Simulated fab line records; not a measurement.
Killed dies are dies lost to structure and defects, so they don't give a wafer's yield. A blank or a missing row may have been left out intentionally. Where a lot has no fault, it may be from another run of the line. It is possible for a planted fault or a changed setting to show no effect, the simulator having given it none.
Which of the tools did it? || flow nand-harc || 34 wafers from 12 lots sampled at 6 of the route's 1159 steps

WHAT THE GAUGES READ, wafer by wafer
NHARC_A_ONON_D1_THK_MEAS_21: measures by ellipsometry.
{"lot": "L435", "measured": "day 8 09:34", "on": "film-metro-02", "thk-nm (nm)": "1006 1003 1006"}
{"lot": "L436", "measured": "day 8 09:35", "on": "film-metro-01", "thk-nm (nm)": "1000 1002 1001"}
{"lot": "L437", "measured": "day 8 14:41", "on": "film-metro-02", "thk-nm (nm)": "998 999 1001"}
{"lot": "L438", "measured": "day 8 22:52", "on": "film-metro-02", "thk-nm (nm)": "983 983 984"}
{"lot": "L439", "measured": "day 8 22:52", "on": "film-metro-01", "thk-nm (nm)": "986 987 987"}
{"lot": "L440", "measured": "day 9 02:44", "on": "film-metro-02", "thk-nm (nm)": "1010 1011 1010"}
{"lot": "L443", "measured": "day 9 15:05", "on": "film-metro-01", "thk-nm (nm)": "991 990 992"}
{"lot": "L449", "measured": "day 11 04:56", "on": "film-metro-02", "thk-nm (nm)": "998 1000 997"}
{"lot": "L448", "measured": "day 11 04:56", "on": "film-metro-01", "thk-nm (nm)": "999 997 998"}
{"lot": "L447", "measured": "day 11 04:55", "on": "film-metro-02", "thk-nm (nm)": "1006 1008 1008"}
{"lot": "L456", "measured": "day 13 12:52", "on": "film-metro-01", "thk-nm (nm)": "1640 1639"}
{"lot": "L458", "measured": "day 14 02:20", "on": "film-metro-02", "thk-nm (nm)": "993 1639"}

NHARC_END_SORT_01.
{"lot": "L447", "measured": "day 23 02:58", "on": "prober-02", "killed-at-array": 13, "killed-at-other": 1, "killed-at-periphery": 5, "killed-dies": 19, "killed-open": 6, "killed-short": 2}
{"lot": "L456", "measured": "day 24 10:54", "on": "prober-01", "killed-at-array": "675 670", "killed-at-other": "1 1", "killed-at-periphery": "1 6", "killed-dies": "677 677", "killed-open": "2 3", "killed-short": "3 3"}
{"lot": "L458", "measured": "day 24 23:16", "on": "prober-01", "killed-at-array": "15 674", "killed-at-other": "0 0", "killed-at-periphery": "6 3", "killed-dies": "21 677", "killed-open": "2 5", "killed-short": "2 0"}

WHAT TOOL EACH LOT RAN ON (gives the tool, then ch and the chambers of the sampled wafers, and finally the start)
{"lot": "L435", "NHARC_P_BONDPAD_ACTIVATE_29": "rie-diel-08 ch 0,2, day 6 18:40", "NHARC_A_ZERO_WELL_DESCUM_12": "rie-diel-09 ch 0,2,3, day 6 19:58", "NHARC_A_ZERO_WELL_ETCH_13": "rie-si-03 ch 0,1, day 6 20:10", "NHARC_A_ONON_D1_DEP_19": "pecvd-onon-03 ch 0, day 8 09:07"}
{"lot": "L436", "NHARC_P_BONDPAD_ACTIVATE_29": "rie-diel-08 ch 0,1,3, day 7 01:24", "NHARC_A_ZERO_WELL_DESCUM_12": "rie-diel-12 ch 0,1, day 7 02:43", "NHARC_A_ZERO_WELL_ETCH_13": "rie-si-03 ch 0,2,3, day 7 02:56", "NHARC_A_ONON_D1_DEP_19": "pecvd-onon-01 ch 0, day 8 09:07"}
{"lot": "L437", "NHARC_P_BONDPAD_ACTIVATE_29": "rie-diel-08 ch 0,2,3, day 7 05:20", "NHARC_A_ZERO_WELL_DESCUM_12": "rie-diel-12 ch 0,2, day 7 06:37", "NHARC_A_ZERO_WELL_ETCH_13": "rie-si-02 ch 1,2,3, day 7 06:50", "NHARC_A_ONON_D1_DEP_19": "pecvd-onon-01 ch 0, day 8 14:13"}
{"lot": "L438", "NHARC_P_BONDPAD_ACTIVATE_29": "rie-diel-08 ch 0,1,3, day 7 11:08", "NHARC_A_ZERO_WELL_DESCUM_12": "rie-diel-04 ch 0,3, day 7 12:32", "NHARC_A_ZERO_WELL_ETCH_13": "rie-si-02 ch 0,2, day 7 12:44", "NHARC_A_ONON_D1_DEP_19": "pecvd-onon-02 ch 0, day 8 22:25"}
{"lot": "L439", "NHARC_P_BONDPAD_ACTIVATE_29": "rie-diel-13 ch 0,1,3, day 7 14:17", "NHARC_A_ZERO_WELL_DESCUM_12": "rie-diel-12 ch 0,1,3, day 7 15:34", "NHARC_A_ZERO_WELL_ETCH_13": "rie-si-04 ch 1,2, day 7 15:46", "NHARC_A_ONON_D1_DEP_19": "pecvd-onon-03 ch 0, day 8 22:25"}
{"lot": "L440", "NHARC_P_BONDPAD_ACTIVATE_29": "rie-diel-13 ch 0,3, day 7 17:14", "NHARC_A_ZERO_WELL_DESCUM_12": "rie-diel-04 ch 0,2,3, day 7 18:40", "NHARC_A_ZERO_WELL_ETCH_13": "rie-si-02 ch 2,3, day 7 18:52", "NHARC_A_ONON_D1_DEP_19": "pecvd-onon-03 ch 0, day 9 02:20"}
{"lot": "L443", "NHARC_P_BONDPAD_ACTIVATE_29": "rie-diel-08 ch 0,1, day 8 07:25", "NHARC_A_ZERO_WELL_DESCUM_12": "rie-diel-09 ch 0,1, day 8 08:48", "NHARC_A_ZERO_WELL_ETCH_13": "rie-si-03 ch 1,3, day 8 09:01", "NHARC_A_ONON_D1_DEP_19": "pecvd-onon-02 ch 0, day 9 14:38"}
{"lot": "L449", "NHARC_P_BONDPAD_ACTIVATE_29": "rie-diel-08 ch 0,1,3, day 9 18:47", "NHARC_A_ZERO_WELL_DESCUM_12": "rie-diel-04 ch 0,1,3, day 9 20:10", "NHARC_A_ZERO_WELL_ETCH_13": "rie-si-03 ch 0,2,3, day 9 20:26", "NHARC_A_ONON_D1_DEP_19": "pecvd-onon-03 ch 0, day 11 04:29"}
{"lot": "L448", "NHARC_P_BONDPAD_ACTIVATE_29": "rie-diel-08 ch 0,2, day 9 20:05", "NHARC_A_ZERO_WELL_DESCUM_12": "rie-diel-09 ch 0,1,3, day 9 21:22", "NHARC_A_ZERO_WELL_ETCH_13": "rie-si-04 ch 0,1, day 9 21:34", "NHARC_A_ONON_D1_DEP_19": "pecvd-onon-02 ch 0, day 11 04:25"}
{"lot": "L447", "NHARC_P_BONDPAD_ACTIVATE_29": "rie-diel-08 ch 1,2,3, day 9 20:34", "NHARC_A_ZERO_WELL_DESCUM_12": "rie-diel-09 ch 0,1,2, day 9 21:58", "NHARC_A_ZERO_WELL_ETCH_13": "rie-si-03 ch 0,2,3, day 9 22:14", "NHARC_A_ONON_D1_DEP_19": "pecvd-onon-01 ch 0, day 11 04:25"}
{"lot": "L456", "NHARC_P_BONDPAD_ACTIVATE_29": "rie-diel-08 ch 0, day 12 01:40", "NHARC_A_ZERO_WELL_DESCUM_12": "rie-diel-12 ch 2,3, day 12 02:59", "NHARC_A_ZERO_WELL_ETCH_13": "rie-si-04 ch 0,1, day 12 03:13", "NHARC_A_ONON_D1_DEP_19": "pecvd-onon-03 ch 0, day 13 12:32"}
{"lot": "L458", "NHARC_P_BONDPAD_ACTIVATE_29": "rie-diel-08 ch 0,1, day 12 16:52", "NHARC_A_ZERO_WELL_DESCUM_12": "rie-diel-12 ch 0,3, day 12 18:15", "NHARC_A_ZERO_WELL_ETCH_13": "rie-si-02 ch 2,3, day 12 18:28", "NHARC_A_ONON_D1_DEP_19": "pecvd-onon-03 ch 0, day 14 02:03"}
- NHARC_P_BONDPAD_ACTIVATE_29: chemistry N2, time 60 s.
- NHARC_A_ZERO_WELL_DESCUM_12: chemistry O2, time 3 s.
- NHARC_A_ZERO_WELL_ETCH_13: etches the open film in HBr/Cl2, target depth 120 nm, time 40.1 s.
- NHARC_A_ONON_D1_DEP_19: target thk 1000 nm.

WHAT THE TOOLS THEMSELVES READ (means of the sampled wafers that have a number; where no wafer has one, the mark that the record gives instead)
NHARC_P_BONDPAD_ACTIVATE_29.
{"lot": "L435", "tool": "rie-diel-08", "drypump-motor-current-A (A)": 5.9, "mfc-ar-sccm (sccm)": 0.0021, "oes-product-au (a.u.)": 1.002, "rf-vpp-V (V)": 64.0, "showerhead-plenum-p-Torr (Torr)": 1.81}
{"lot": "L436", "tool": "rie-diel-08", "drypump-motor-current-A (A)": 6.2, "mfc-ar-sccm (sccm)": 0.0034, "oes-product-au (a.u.)": 0.993, "rf-vpp-V (V)": 63.8, "showerhead-plenum-p-Torr (Torr)": 1.74}
{"lot": "L437", "tool": "rie-diel-08", "drypump-motor-current-A (A)": 5.9, "mfc-ar-sccm (sccm)": 0.0021, "oes-product-au (a.u.)": 1.004, "rf-vpp-V (V)": 64.0, "showerhead-plenum-p-Torr (Torr)": 1.77}
{"lot": "L438", "tool": "rie-diel-08", "drypump-motor-current-A (A)": 6.2, "mfc-ar-sccm (sccm)": 0.0034, "oes-product-au (a.u.)": 1.000, "rf-vpp-V (V)": 64.5, "showerhead-plenum-p-Torr (Torr)": 1.74}
{"lot": "L439", "tool": "rie-diel-13", "drypump-motor-current-A (A)": 5.5, "mfc-ar-sccm (sccm)": 0.0022, "oes-product-au (a.u.)": 1.003, "rf-vpp-V (V)": 64.8, "showerhead-plenum-p-Torr (Torr)": 1.76}
{"lot": "L440", "tool": "rie-diel-13", "drypump-motor-current-A (A)": 5.7, "mfc-ar-sccm (sccm)": 0.0022, "oes-product-au (a.u.)": 1.004, "rf-vpp-V (V)": 63.6, "showerhead-plenum-p-Torr (Torr)": 1.71}
{"lot": "L443", "tool": "rie-diel-08", "drypump-motor-current-A (A)": 6.1, "mfc-ar-sccm (sccm)": 0.0055, "oes-product-au (a.u.)": 1.003, "rf-vpp-V (V)": 64.1, "showerhead-plenum-p-Torr (Torr)": 1.78}
{"lot": "L449", "tool": "rie-diel-08", "drypump-motor-current-A (A)": 6.2, "mfc-ar-sccm (sccm)": 0.0034, "oes-product-au (a.u.)": 0.989, "rf-vpp-V (V)": 63.8, "showerhead-plenum-p-Torr (Torr)": 1.74}
{"lot": "L448", "tool": "rie-diel-08", "drypump-motor-current-A (A)": 5.9, "mfc-ar-sccm (sccm)": 0.0021, "oes-product-au (a.u.)": 0.993, "rf-vpp-V (V)": 64.5, "showerhead-plenum-p-Torr (Torr)": 1.81}
{"lot": "L447", "tool": "rie-diel-08", "drypump-motor-current-A (A)": 6.2, "mfc-ar-sccm (sccm)": 0.0013, "oes-product-au (a.u.)": 0.993, "rf-vpp-V (V)": 64.0, "showerhead-plenum-p-Torr (Torr)": 1.73}
{"lot": "L456", "tool": "rie-diel-08", "drypump-motor-current-A (A)": 5.8, "mfc-ar-sccm (sccm)": 0.0063, "oes-product-au (a.u.)": 1.007, "rf-vpp-V (V)": 64.9, "showerhead-plenum-p-Torr (Torr)": 1.82}
{"lot": "L458", "tool": "rie-diel-08", "drypump-motor-current-A (A)": 6.3, "mfc-ar-sccm (sccm)": 0.0051, "oes-product-au (a.u.)": 1.002, "rf-vpp-V (V)": 64.5, "showerhead-plenum-p-Torr (Torr)": 1.77}

NHARC_A_ZERO_WELL_DESCUM_12.
{"lot": "L435", "tool": "rie-diel-09", "drypump-motor-current-A (A)": 5.9, "mfc-ar-sccm (sccm)": 0.011, "oes-product-au (a.u.)": 1.000, "rf-vpp-V (V)": 57.8, "showerhead-plenum-p-Torr (Torr)": 1.84, "throttle-valve-pct (%)": 11.320}
{"lot": "L436", "tool": "rie-diel-12", "drypump-motor-current-A (A)": 5.7, "mfc-ar-sccm (sccm)": 0.009, "oes-product-au (a.u.)": 0.991, "rf-vpp-V (V)": 57.6, "showerhead-plenum-p-Torr (Torr)": 1.87, "throttle-valve-pct (%)": 11.303}
{"lot": "L437", "tool": "rie-diel-12", "drypump-motor-current-A (A)": 5.4, "mfc-ar-sccm (sccm)": 0.017, "oes-product-au (a.u.)": 0.997, "rf-vpp-V (V)": 57.6, "showerhead-plenum-p-Torr (Torr)": 1.82, "throttle-valve-pct (%)": 11.312}
{"lot": "L438", "tool": "rie-diel-04", "drypump-motor-current-A (A)": 6.2, "mfc-ar-sccm (sccm)": 0.004, "oes-product-au (a.u.)": 1.000, "rf-vpp-V (V)": 56.8, "showerhead-plenum-p-Torr (Torr)": 1.87, "throttle-valve-pct (%)": 11.307}
{"lot": "L439", "tool": "rie-diel-12", "drypump-motor-current-A (A)": 5.5, "mfc-ar-sccm (sccm)": 0.009, "oes-product-au (a.u.)": 1.003, "rf-vpp-V (V)": 58.3, "showerhead-plenum-p-Torr (Torr)": 1.87, "throttle-valve-pct (%)": 11.307}
{"lot": "L440", "tool": "rie-diel-04", "drypump-motor-current-A (A)": 6.0, "mfc-ar-sccm (sccm)": 0.013, "oes-product-au (a.u.)": 1.002, "rf-vpp-V (V)": 58.1, "showerhead-plenum-p-Torr (Torr)": 1.87, "throttle-valve-pct (%)": 11.309}
{"lot": "L443", "tool": "rie-diel-09", "drypump-motor-current-A (A)": 5.1, "mfc-ar-sccm (sccm)": 0.016, "oes-product-au (a.u.)": 0.992, "rf-vpp-V (V)": 58.2, "showerhead-plenum-p-Torr (Torr)": 1.93, "throttle-valve-pct (%)": 11.314}
{"lot": "L449", "tool": "rie-diel-04", "drypump-motor-current-A (A)": 5.8, "mfc-ar-sccm (sccm)": 0.016, "oes-product-au (a.u.)": 0.996, "rf-vpp-V (V)": 57.9, "showerhead-plenum-p-Torr (Torr)": 1.90, "throttle-valve-pct (%)": 11.306}
{"lot": "L448", "tool": "rie-diel-09", "drypump-motor-current-A (A)": 5.5, "mfc-ar-sccm (sccm)": 0.008, "oes-product-au (a.u.)": 0.990, "rf-vpp-V (V)": 58.1, "showerhead-plenum-p-Torr (Torr)": 1.89, "throttle-valve-pct (%)": 11.317}
{"lot": "L447", "tool": "rie-diel-09", "drypump-motor-current-A (A)": 5.6, "mfc-ar-sccm (sccm)": 0.019, "oes-product-au (a.u.)": 0.994, "rf-vpp-V (V)": 57.6, "showerhead-plenum-p-Torr (Torr)": 1.88, "throttle-valve-pct (%)": 11.302}
{"lot": "L456", "tool": "rie-diel-12", "drypump-motor-current-A (A)": 5.2, "mfc-ar-sccm (sccm)": 0.000, "oes-product-au (a.u.)": 0.992, "rf-vpp-V (V)": 56.8, "showerhead-plenum-p-Torr (Torr)": 1.84, "throttle-valve-pct (%)": 11.309}
{"lot": "L458", "tool": "rie-diel-12", "drypump-motor-current-A (A)": 5.2, "mfc-ar-sccm (sccm)": 0.013, "oes-product-au (a.u.)": 1.008, "rf-vpp-V (V)": 56.3, "showerhead-plenum-p-Torr (Torr)": 1.86, "throttle-valve-pct (%)": 11.320}

NHARC_A_ZERO_WELL_ETCH_13.
{"lot": "L435", "tool": "rie-si-03", "drypump-motor-current-A (A)": 5.9, "oes-product-au (a.u.)": 1.001, "throttle-valve-pct (%)": 26.408}
{"lot": "L436", "tool": "rie-si-03", "drypump-motor-current-A (A)": 6.6, "oes-product-au (a.u.)": 1.007, "throttle-valve-pct (%)": 26.404}
{"lot": "L437", "tool": "rie-si-02", "drypump-motor-current-A (A)": 5.7, "oes-product-au (a.u.)": 0.991, "throttle-valve-pct (%)": 26.405}
{"lot": "L438", "tool": "rie-si-02", "drypump-motor-current-A (A)": 5.9, "oes-product-au (a.u.)": 1.001, "throttle-valve-pct (%)": 26.406}
{"lot": "L439", "tool": "rie-si-04", "drypump-motor-current-A (A)": 6.2, "oes-product-au (a.u.)": 0.999, "throttle-valve-pct (%)": 26.392}
{"lot": "L440", "tool": "rie-si-02", "drypump-motor-current-A (A)": 6.1, "oes-product-au (a.u.)": 0.993, "throttle-valve-pct (%)": 26.405}
{"lot": "L443", "tool": "rie-si-03", "drypump-motor-current-A (A)": 6.4, "oes-product-au (a.u.)": 0.981, "throttle-valve-pct (%)": 26.403}
{"lot": "L449", "tool": "rie-si-03", "drypump-motor-current-A (A)": 6.6, "oes-product-au (a.u.)": 0.997, "throttle-valve-pct (%)": 26.395}
{"lot": "L448", "tool": "rie-si-04", "drypump-motor-current-A (A)": 5.6, "oes-product-au (a.u.)": 0.999, "throttle-valve-pct (%)": 26.411}
{"lot": "L447", "tool": "rie-si-03", "drypump-motor-current-A (A)": 6.6, "oes-product-au (a.u.)": 0.999, "throttle-valve-pct (%)": 26.403}
{"lot": "L456", "tool": "rie-si-04", "drypump-motor-current-A (A)": 5.4, "oes-product-au (a.u.)": 0.996, "throttle-valve-pct (%)": 26.404}
{"lot": "L458", "tool": "rie-si-02", "drypump-motor-current-A (A)": 6.1, "oes-product-au (a.u.)": 0.998, "throttle-valve-pct (%)": 26.407}

NHARC_A_ONON_D1_DEP_19.
{"lot": "L435", "tool": "pecvd-onon-03", "n2o-flow-sccm (sccm)": 1998}
{"lot": "L436", "tool": "pecvd-onon-01", "n2o-flow-sccm (sccm)": 2002}
{"lot": "L437", "tool": "pecvd-onon-01", "n2o-flow-sccm (sccm)": 2003}
{"lot": "L438", "tool": "pecvd-onon-02", "n2o-flow-sccm (sccm)": 1992}
{"lot": "L439", "tool": "pecvd-onon-03", "n2o-flow-sccm (sccm)": 2001}
{"lot": "L440", "tool": "pecvd-onon-03", "n2o-flow-sccm (sccm)": 1998}
{"lot": "L443", "tool": "pecvd-onon-02", "n2o-flow-sccm (sccm)": 1997}
{"lot": "L449", "tool": "pecvd-onon-03", "n2o-flow-sccm (sccm)": 2003}
{"lot": "L448", "tool": "pecvd-onon-02", "n2o-flow-sccm (sccm)": 1993}
{"lot": "L447", "tool": "pecvd-onon-01", "n2o-flow-sccm (sccm)": 1993}
{"lot": "L456", "tool": "pecvd-onon-03", "n2o-flow-sccm (sccm)": 2000}
{"lot": "L458", "tool": "pecvd-onon-03", "n2o-flow-sccm (sccm)": 2002}

THE ANSWER, worked out from the rows above alone
Rule: the lots themselves supply what counts as usual. Put in order of their means at a reading, lots are off if they are a third of the lots or fewer, leave a main group of 4 or more, and stand apart from it by a gap of 3 or more times the standard deviation of the main group's means; of several such gaps the widest counts. Not used: any main group whose means are identical at the precision the tables above print for the reading. Also off: a lot with no number at a reading for which 4 or more lots have one. Where the step has rows for the other lots, those lots are counted as sound. First the gauges in route order, then the tools' own readings, where a lot's mean is used as printed above. At the first step where some lot is off, the reading lying furthest off is the one used; lots without a number count as furthest.
Off, at NHARC_A_ONON_D1_THK_MEAS_21 on thk-nm: L456, L458. Main group: mean 998 nm, sd 8.3.
If a tool, at a process step before that reading, ran all the lots that are off and no sound lot after the first of them, it fits. Not tried: the gauges at NHARC_A_ONON_D1_THK_MEAS_21; whatever is off there is also off at NHARC_A_ZERO_WELL_DESCUM_12, on other tools, and gauge error can't account for it. Can't be told from this: 3 tools fit, rie-diel-08 at NHARC_P_BONDPAD_ACTIVATE_29, rie-diel-12 at NHARC_A_ZERO_WELL_DESCUM_12, pecvd-onon-03 at NHARC_A_ONON_D1_DEP_19.

WHAT THE SIMULATOR HAD INSERTED
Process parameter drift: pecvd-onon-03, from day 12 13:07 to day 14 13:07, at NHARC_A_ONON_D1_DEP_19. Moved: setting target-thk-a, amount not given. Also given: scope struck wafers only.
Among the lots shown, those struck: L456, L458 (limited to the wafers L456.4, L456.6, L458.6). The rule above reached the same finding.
